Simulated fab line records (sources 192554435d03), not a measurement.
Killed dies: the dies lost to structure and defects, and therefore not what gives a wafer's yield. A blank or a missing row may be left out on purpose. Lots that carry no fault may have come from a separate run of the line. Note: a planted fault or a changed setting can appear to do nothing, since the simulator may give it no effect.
fab line records -- flow n5_finfet
[record] lots = 9, wafers = 25, last_day = 21
route steps=1938 shown HKMG_FIN@407 BEOL_M4@1111 PASSIVATION@1936
lots untouched by any fault: they come from a run of this same line in which no faults occurred
start_h: hours from the record's opening day to when the first of the lot's shown wafers began -- wait_h: hours elapsed since this lot's preceding step -- " unchanged from the row above -- L1.1+2: several wafers, shown together as one row -- - value missing, or start not given -- * or withheld: withheld -- < > ~ a bound
route shown NAME@n: NAME is a module with steps in the file, n the number in the route of the first one -- usual: the fault-free wafers' mean and standard deviation -- same: alike in all rows -- chamber/n: place in a boat -- sites: each site's reading -- _std_site: standard deviation across them -- _edge_site: mean of outer sites minus mean of inner sites -- radius_mm: how far each site lies from the wafer's centre -- mask NAME#n: copy n -- behind: the last tool/chamber to shape the wafer -- hold: cause of the lot's hold/its duration in hours/its outcome -- device: the transistor (n, p or np) that didn't switch -- end of line: the tests these same wafers got at the end of their route -- step lacking rows: just its recipe -- killed: dies lost to structure and defects at the first sort, not the wafer's yield -- map: dies across one wafer; x = killed, . = not, _ = none there
set.NAME: the setting the step ran with; set.NAME@STEP: the setting that earlier step ran with -- model.NAME: the simulator's own value behind a step, which no gauge read
the route's steps for a sample of lots (tables are steps, rows are wafers)
services: when a tool's chamber went out of use (start_h, in hours from the record's first day, below 0 if earlier), for how many hours, and the reason
[[steps]]
[step N5_HKMG_FIN_STRIP_93]
[recipe] chemistry = N2/H2, material = SOC, time_s = 20, power_w = 500, temp_c = 40, pressure_mtorr = 50, rf_frequency_hz = 6e+07, bias_power_w = 8, h2_frac = 0.5, n2_flow_sccm = 300, h2_flow_sccm = 300
[usual] drypump_motor_current_A = 5.6/0.53, oes_product_au = 0.78/0.08, power_w = 499.8/1.6, rf_vpp_V = 54.2/0.79, showerhead_plenum_p_Torr = 3.35/0.097, throttle_valve_pct = 18.7/0.35
lot.wafer,tool,chamber,start_h,wait_h,drypump_motor_current_A,oes_product_au,power_w,rf_hours_counter_h,rf_vpp_V,showerhead_plenum_p_Torr,throttle_valve_pct
L972.3,rie_diel-01,0,73.48,0.2,5.5,0.73,498.4,162,55.1,3.36,18.8
L972.4,rie_diel-01,3,73.48,0.2,5.6,0.91,503.5,29,54.7,3.31,18.5
L972.6,rie_diel-01,2,73.48,0.2,5.2,0.72,500.4,-,54.2,3.19,18.3
L973.1,rie_diel-05,2,78.43,0.2,5.4,0.79,499.5,112,56.1,3.37,18.5
L973.3,rie_diel-05,1,78.43,0.2,6.4,0.92,501.2,10,54.0,3.31,18.4
L973.6,rie_diel-05,0,78.43,0.2,5.2,0.80,499.0,-,54.2,3.39,18.5
L974.1,rie_diel-05,3,84.41,0.2,5.3,0.64,502.7,246,54.6,3.30,19.4
L974.4,rie_diel-05,2,84.41,0.2,5.4,0.79,499.2,114,54.6,3.36,18.5
L974.6,rie_diel-05,1,84.41,0.2,6.4,0.91,498.5,-,52.9,3.30,18.5
L979.1,rie_diel-04,0,123.24,0.2,5.8,0.68,500.8,213,53.3,3.29,18.6
L979.2,rie_diel-04,3,123.24,0.2,6.5,0.74,498.2,192,53.4,3.46,18.8
L979.5,rie_diel-04,2,123.24,0.2,4.9,0.73,500.2,-,54.0,3.38,18.4
L985.2,rie_diel-04,2,149.51,0.2,4.9,0.74,499.1,132,54.0,3.38,18.4
L985.3,rie_diel-04,1,149.51,0.2,6.3,0.91,498.0,24,54.6,3.45,19.1
L987.2,rie_diel-05,1,160.15,0.2,6.4,0.87,500.1,29,54.5,3.29,18.5
L987.4,rie_diel-05,0,160.15,0.2,5.3,0.79,497.6,96,53.9,3.38,18.5
L989.1,rie_diel-04,3,172.26,0.2,6.6,0.73,500.5,205,55.2,3.45,18.8
L989.2,rie_diel-04,2,172.26,0.2,4.9,0.73,500.4,138,54.8,3.38,18.4
L989.4,rie_diel-04,0,172.26,0.2,5.7,0.68,502.0,223,52.0,3.29,18.6
L992.2,rie_diel-01,2,196.69,0.2,5.3,0.69,497.8,235,54.8,3.17,18.4
L992.3,rie_diel-01,1,196.69,0.2,5.1,0.74,500.5,163,54.4,3.55,19.5
L992.4,rie_diel-01,3,196.69,0.2,5.6,0.86,498.7,62,53.3,3.30,18.5
L993.2,rie_diel-05,3,198.80,0.2,5.2,0.92,496.6,19,54.3,3.29,19.0
L993.3,rie_diel-05,1,198.80,0.2,6.4,0.86,501.0,38,53.3,3.29,18.5
L993.5,rie_diel-05,2,198.80,0.2,5.4,0.76,498.7,-,54.5,3.35,18.5
[step N5_HKMG_FIN_STRIP_60]
[recipe] chemistry = N2/H2, power_w = 2500, temp_c = 300, h2_frac = 0.65, time_s = 360, pressure_mtorr = withheld, n2_flow_sccm = 1750, h2_flow_sccm = 3250
[usual] drypump_motor_current_A = 5.52/0.2, heater_power_w = 449/58
lot.wafer,tool,chamber,start_h,wait_h,drypump_motor_current_A,heater_power_w,rf_hours_counter_h
L972.3,plasma_asher-01,0,73.75,0.1,5.31,382,-
L972.4,plasma_asher-01,1,73.75,0.1,5.54,529,-
L972.6,plasma_asher-01,0,73.75,0.1,5.29,389,-
L973.1,plasma_asher-01,1,78.58,0.0,5.55,526,96
L973.3,plasma_asher-01,0,78.58,0.0,5.26,383,-
L973.6,plasma_asher-01,0,78.58,0.0,5.26,390,-
L974.1,plasma_asher-02,1,84.56,0.0,5.87,437,39
L974.4,plasma_asher-02,0,84.56,0.0,5.66,433,-
L974.6,plasma_asher-02,0,84.56,0.0,5.64,440,-
L979.1,plasma_asher-01,1,123.39,0.0,5.56,524,103
L979.2,plasma_asher-01,0,123.39,0.0,5.34,389,103
L979.5,plasma_asher-01,0,123.39,0.0,5.33,385,-
L985.2,plasma_asher-01,0,149.72,0.1,5.25,372,110
L985.3,plasma_asher-01,0,149.72,0.1,5.24,377,-
L987.2,plasma_asher-02,0,160.30,0.0,5.67,430,50
L987.4,plasma_asher-02,1,160.30,0.0,5.85,438,-
L989.1,plasma_asher-01,1,172.41,0.0,5.53,538,114
L989.2,plasma_asher-01,0,172.41,0.0,5.32,387,114
L989.4,plasma_asher-01,0,172.41,0.0,5.30,382,-
L992.2,plasma_asher-01,0,196.84,0.0,5.27,396,117
L992.3,plasma_asher-01,1,196.84,0.0,5.53,525,-
L992.4,plasma_asher-01,0,196.84,0.0,5.28,395,-
L993.2,plasma_asher-01,1,199.00,0.0,5.53,515,118
L993.3,plasma_asher-01,0,199.00,0.0,5.28,396,-
L993.5,plasma_asher-01,1,199.00,0.0,5.52,523,-
[step N5_HKMG_FIN_STRIP_92]
[recipe] chemistry = N2/H2, material = SOC, time_s = 20, power_w = 500, temp_c = 40, pressure_mtorr = 50, rf_frequency_hz = 6e+07, bias_power_w = 8, h2_frac = 0.5, n2_flow_sccm = 300, h2_flow_sccm = 300
[usual] drypump_motor_current_A = 5.6/0.49, oes_product_au = 0.79/0.088, power_w = 500.0/1.4, rf_vpp_V = 54.3/0.84, showerhead_plenum_p_Torr = 3.35/0.085, throttle_valve_pct = 18.7/0.34
lot.wafer,tool,chamber,start_h,wait_h,drypump_motor_current_A,oes_product_au,power_w,rf_hours_counter_h,rf_vpp_V,showerhead_plenum_p_Torr,throttle_valve_pct
L972.3,rie_diel-01,2,76.59,0.1,5.2,0.72,500.0,205,52.1,3.19,18.3
L972.4,rie_diel-01,3,76.59,0.1,5.7,0.90,499.7,30,53.9,3.31,18.5
L972.6,rie_diel-01,1,76.59,0.1,5.1,0.75,501.5,-,55.4,3.56,19.5
L973.1,rie_diel-05,3,81.53,0.1,5.3,0.64,499.4,246,53.2,3.30,19.4
L973.3,rie_diel-05,0,81.53,0.1,5.3,0.80,500.1,79,52.6,3.39,18.4
L973.6,rie_diel-05,3,81.53,0.1,5.3,0.65,499.6,-,52.7,3.30,19.4
L974.1,rie_diel-05,0,87.52,0.1,5.3,0.81,500.3,81,55.0,3.39,18.5
L974.4,rie_diel-05,1,87.52,0.1,6.4,0.91,500.1,13,55.1,3.30,18.4
L974.6,rie_diel-05,0,87.52,0.1,5.3,0.81,499.2,-,55.8,3.39,18.5
L979.1,rie_diel-05,2,126.33,0.1,5.4,0.79,500.5,120,53.7,3.36,18.5
L979.2,rie_diel-05,3,126.33,0.1,5.3,0.99,498.1,1,54.0,3.30,19.0
L979.5,rie_diel-05,3,126.33,0.1,5.3,0.98,498.7,-,53.9,3.30,19.0
L985.2,rie_diel-05,0,152.86,0.1,5.3,0.79,497.6,94,55.8,3.38,18.5
L985.3,rie_diel-05,1,152.86,0.1,6.4,0.87,498.6,26,54.5,3.30,18.5
L987.2,rie_diel-05,1,163.13,0.1,6.5,0.87,501.9,30,53.8,3.29,18.5
L987.4,rie_diel-05,0,163.13,0.1,5.3,0.78,500.6,96,54.2,3.38,18.5
L989.1,rie_diel-05,2,175.27,0.1,5.4,0.77,499.9,134,56.0,3.35,18.6
L989.2,rie_diel-05,3,175.27,0.1,5.3,0.93,501.7,14,55.2,3.29,19.0
L989.4,rie_diel-05,1,175.27,0.1,6.4,0.87,498.3,32,54.2,3.29,18.5
L992.2,rie_diel-01,2,199.78,0.1,5.3,0.70,499.0,235,54.3,3.17,18.4
L992.3,rie_diel-01,1,199.78,0.1,5.1,0.74,501.5,163,54.1,3.55,19.5
L992.4,rie_diel-01,3,199.78,0.1,5.7,0.85,500.1,62,55.2,3.29,18.5
L993.2,rie_diel-04,0,202.04,0.1,5.7,0.68,500.3,231,53.4,3.28,18.6
L993.3,rie_diel-04,3,202.04,0.1,6.5,0.73,498.4,213,53.5,3.44,18.8
L993.5,rie_diel-04,0,202.04,0.1,5.8,0.68,498.9,-,55.2,3.28,18.6
[step N5_HKMG_FIN_ALD_91]
[recipe] material = TiN, target_thk_a = 10, temp_c = 400, ald_precursor_family = TiCl4, ald_co_reactant = NH3, pulse_time_s = 1, purge_time_s = 3, co_reactant_purge_time_s = 2, co_reactant_pulse_time_s = 2, ald_cycles = 47, pressure_torr = 3
[usual] ald_cycles = 47/0, heater_power_outer_w = 565/66, heater_power_w = 890/88, precursor_pulse_height_rel = 0.999/0.022
[same] co_reactant_purge_time_s = 2
lot.wafer,tool,chamber,start_h,wait_h,ald_cycles,heater_power_outer_w,heater_power_w,precursor_pulse_height_rel
L972.3,ald_metal-04,2,77.12,0.1,47,522,908,0.999
L972.4,ald_metal-04,3,77.12,0.1,47,620,1008,1.008
L972.6,ald_metal-04,2,77.12,0.1,47,533,902,1.004
L973.1,ald_metal-02,3,82.06,0.3,47,626,1024,0.999
L973.3,ald_metal-02,0,82.06,0.3,47,668,993,0.931
L973.6,ald_metal-02,3,82.06,0.3,47,641,1028,0.981
L974.1,ald_metal-04,2,88.05,0.3,47,540,878,1.008
L974.4,ald_metal-04,0,88.05,0.3,47,574,898,0.989
L974.6,ald_metal-04,2,88.05,0.3,47,541,901,0.998
L979.1,ald_metal-04,1,126.86,0.3,47,524,795,0.995
L979.2,ald_metal-04,3,126.86,0.3,47,636,1006,0.976
L979.5,ald_metal-04,1,126.86,0.3,47,542,785,1.003
L985.2,ald_metal-04,0,153.39,0.3,44,577,902,0.957
L985.3,ald_metal-04,3,153.39,0.3,44,630,1004,1.018
L987.2,ald_metal-04,2,163.69,0.3,44,527,875,1.050
L987.4,ald_metal-04,0,163.69,0.3,47,583,925,1.027
L989.1,ald_metal-02,1,175.81,0.3,47,536,833,0.993
L989.2,ald_metal-02,0,175.81,0.3,47,677,986,0.985
L989.4,ald_metal-02,2,175.81,0.3,47,445,766,1.020
L992.2,ald_metal-02,2,200.31,0.3,47,441,746,0.999
L992.3,ald_metal-02,1,200.31,0.3,47,531,829,0.977
L992.4,ald_metal-02,2,200.31,0.3,47,440,768,0.995
L993.2,ald_metal-02,2,202.61,0.3,47,442,749,1.021
L993.3,ald_metal-02,1,202.61,0.3,47,530,838,0.975
L993.5,ald_metal-02,1,202.61,0.3,47,544,826,0.993
[step N5_BEOL_M4_RC_MEAS_101]
[usual] DIBL_N = 37.1/2.6, DIBL_P = 38/3, IOFF_N = 0.18/0.052, IOFF_N_LONG = 5.58e-05/2.4e-06, IOFF_P = 0.25/0.06, ION_N = 678/15, ION_P = 467/8.6, SS_N = 71.7/0.73, SS_P = 73.7/0.89, VT_N = 249/4.3, VT_N_LONG = 274.5/2, VT_P = -248/3.8
lot.wafer,tool,chamber,start_h,wait_h,DIBL_N[mV/V],DIBL_P[mV/V],IOFF_N[nA/um],IOFF_N_LONG[nA/um],IOFF_P[nA/um],ION_N[uA/um],ION_P[uA/um],SS_N[mV/dec],SS_P[mV/dec],VT_N[mV],VT_N_LONG[mV],VT_P[mV]
L973.1,prober-02,0,228.07,0.0,34.6,36,0.13,5.64e-05,0.18,657,448,70.1,72.9,253,271.1,-255
L973.3,prober-02,0,228.07,0.0,40.1,42,0.26,5.88e-05,0.29,688,468,72.2,74.8,242,270.4,-245
L973.6,prober-02,0,228.07,0.0,36.5,38,0.17,5.73e-05,0.22,667,459,72.0,72.7,249,272.2,-251
L972.3,prober-01,0,231.10,0.3,33.4,34,0.13,5.64e-05,0.20,648,455,72.0,72.2,254,275.9,-247
L972.4,prober-01,0,231.10,0.3,32.1,32,0.12,5.75e-05,0.16,659,458,70.9,71.6,253,274.8,-252
L972.6,prober-01,0,231.10,0.3,32.3,33,0.10,5.67e-05,0.17,648,454,70.4,71.5,260,273.2,-251
L974.1,prober-02,0,245.30,0.0,36.0,34,0.14,6.15e-05,0.20,676,465,71.2,72.9,248,272.4,-250
L974.4,prober-02,0,245.30,0.0,36.3,36,0.17,6.08e-05,0.24,692,472,71.6,73.4,244,271.5,-246
L974.6,prober-02,0,245.30,0.0,36.3,35,0.15,6.16e-05,0.24,691,474,71.2,72.7,249,274.7,-248
L979.1,prober-02,0,265.89,0.1,37.1,39,0.18,5.63e-05,0.24,674,463,72.0,74.2,250,273.0,-248
L979.2,prober-02,0,265.89,0.1,38.0,41,0.21,5.57e-05,0.29,686,476,71.8,74.3,249,274.5,-247
L979.5,prober-02,0,265.89,0.1,34.7,37,0.14,5.59e-05,0.21,667,463,70.5,73.3,252,272.6,-247
L987.2,prober-01,0,317.31,0.2,34.6,36,0.16,6.48e-05,0.20,686,468,71.3,73.4,248,268.3,-252
L987.4,prober-01,0,317.31,0.2,38.4,38,0.18,5.38e-05,0.24,671,469,71.9,73.8,250,276.8,-248
L985.2,prober-02,0,323.27,0.2,36.4,36,0.20,6.67e-05,0.19,701,462,71.6,73.5,245,268.1,-255
L985.3,prober-02,0,323.27,0.2,32.7,31,0.14,6.69e-05,0.15,682,459,70.4,72.9,249,270.1,-255
L989.1,prober-02,0,326.89,0.0,36.8,38,0.15,5.56e-05,0.25,675,469,71.2,73.1,253,271.5,-245
L989.2,prober-02,0,326.89,0.0,37.6,39,0.18,5.77e-05,0.29,680,478,71.5,73.6,247,272.6,-245
L989.4,prober-02,0,326.89,0.0,42.1,43,0.30,5.82e-05,0.40,712,482,72.6,75.5,241,271.5,-240
L992.2,prober-02,0,351.22,0.2,38.0,38,0.18,5.82e-05,0.25,675,464,72.1,73.6,250,277.2,-248
L992.3,prober-02,0,351.22,0.2,33.1,34,0.10,5.52e-05,0.17,655,458,70.9,73.0,258,274.0,-255
L992.4,prober-02,0,351.22,0.2,35.1,35,0.13,5.72e-05,0.18,666,455,71.4,73.5,253,274.6,-253
L993.2,prober-01,0,402.72,0.2,43.7,45,0.34,5.43e-05,0.39,692,472,73.6,75.9,243,274.9,-243
L993.3,prober-01,0,402.72,0.2,38.2,38,0.18,5.42e-05,0.24,696,478,71.0,73.4,249,274.4,-248
L993.5,prober-01,0,402.72,0.2,37.7,37,0.17,5.44e-05,0.23,677,467,71.5,74.3,250,274.0,-248
[step N5_PASSIVATION_PROBE_49]
[usual] defect_limited_yield = 91.4/1.4, killed_at_M0_to_M3 = 34/9.1, killed_at_M4_up = 14/5.2, killed_at_contacts = 12/6.4, killed_at_front_end = 38/11, killed_at_other = 3.7/2.8, killed_dies = 102/17, killed_on_rim = 14/3.9, killed_open = 68/13, killed_short = 32/7.8, sort_bin_4_leakage = 0.05/0.3, sort_bin_5_function = 5.1/1, sort_bin_6_memory = 3.2/0.66, sort_n_pass = 1076/19, sort_yield_pct = 91.2/1.6
[same] gross_dies = 1180, killed_at_back_side = 0, sort_bin_8_speed[%] = 0
lot.wafer,tool,chamber,start_h,wait_h,defect_limited_yield[%],killed_at_M0_to_M3,killed_at_M4_up,killed_at_contacts,killed_at_front_end,killed_at_other,killed_dies,killed_on_rim,killed_open,killed_short,sort_bin_4_leakage[%],sort_bin_5_function[%],sort_bin_6_memory[%],sort_n_pass,sort_yield_pct[%]
L985.2,prober-02,-,432.09,0.1,90.8,45,9,5,47,2,108,13,60,31,0,3.8,3.2,1072,90.8
L985.3,prober-02,-,432.14,0.1,89.7,45,17,9,43,8,122,16,70,38,0,5.9,3.5,1058,89.7
// killed by level:class
L985.2 BEOL_M0_SAQP:geometric_particle:open=17 HKMG_FIN:area_ald=13 BEOL_M2:geometric_particle:open=9 STI_FIN_REVEAL:geometric_particle:short=8 DUMMY_GATE:geometric_particle:open=8 BEOL_M0_SAQP:geometric_particle:short=8 STI_FIN_REVEAL:geometric_particle:open=5 BEOL_M3:geometric_particle:open=5
L985.3 BEOL_M2:geometric_particle:open=17 FIN_SAQP:geometric_particle:short=14 BEOL_M0_SAQP:geometric_particle:open=9 HKMG_FIN:area_ald=9 MOL_CONTACT_COAG:geometric_particle:open=8 GATE_CUT:geometric_particle:short=7 BEOL_M1:geometric_particle:open=7 BEOL_M4:geometric_particle:open=5
[[services]]
tool,chamber,start_h,hours,kind
ald_metal-04,2,101.05,28.4,repair
ald_metal-02,2,104.99,4.0,repair
rie_diel-05,3,105.73,-,clean
rie_diel-05,3,105.73,-,consumable_replace:focus_ring
rie_diel-05,3,105.73,15.2,scheduled_down
rie_diel-05,3,105.73,15.2,vent_cycle
plasma_asher-01,-,106.04,2.8,pm
rie_diel-01,1,110.94,3.2,repair
ald_metal-04,1,113.95,2.2,repair
plasma_asher-02,-,115.22,13.2,repair
ald_metal-02,3,120.42,5.9,repair
rie_diel-01,-,123.84,1.0,repair
rie_diel-04,0,130.04,8.7,repair
rie_diel-01,-,147.93,0.5,repair
rie_diel-05,-,177.06,2.8,pm
rie_diel-05,-,188.93,0.2,repair
ald_metal-02,3,199.23,4.6,repair
[[key]]
[first_sign] step = N5_HKMG_FIN_ALD_91, reading = ald_cycles, direction = down, sigmas = 99+, usual = *, struck = *
[effect] step = N5_BEOL_M4_RC_MEAS_101, reading = IOFF_N_LONG, direction = up, sigmas = 4.4, usual = 5.58e-05, struck = 6.61e-05
[effect] step = N5_BEOL_M4_RC_MEAS_101, reading = VT_N_LONG, direction = down, sigmas = 2.8, usual = 274.5, struck = 268.9
met_at N5_HKMG_FIN_ALD_91
struck_lots L985,L987
struck_wafers L985.2,L985.3,L987.2
not_acting_at N5_HKMG_FIN_STRIP_93,N5_HKMG_FIN_STRIP_60,N5_HKMG_FIN_STRIP_92
onset_between 126.86 153.39
[fault] kind = process_parameter_drift, tool = ald_metal-04, chamber = -, onset_h = 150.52, steps = N5_HKMG_FIN_ALD_91, channel = ald_cycles, offset = *, shape = step, end_h = 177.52, scope = struck_wafers_only, acts_in = *, stated = *
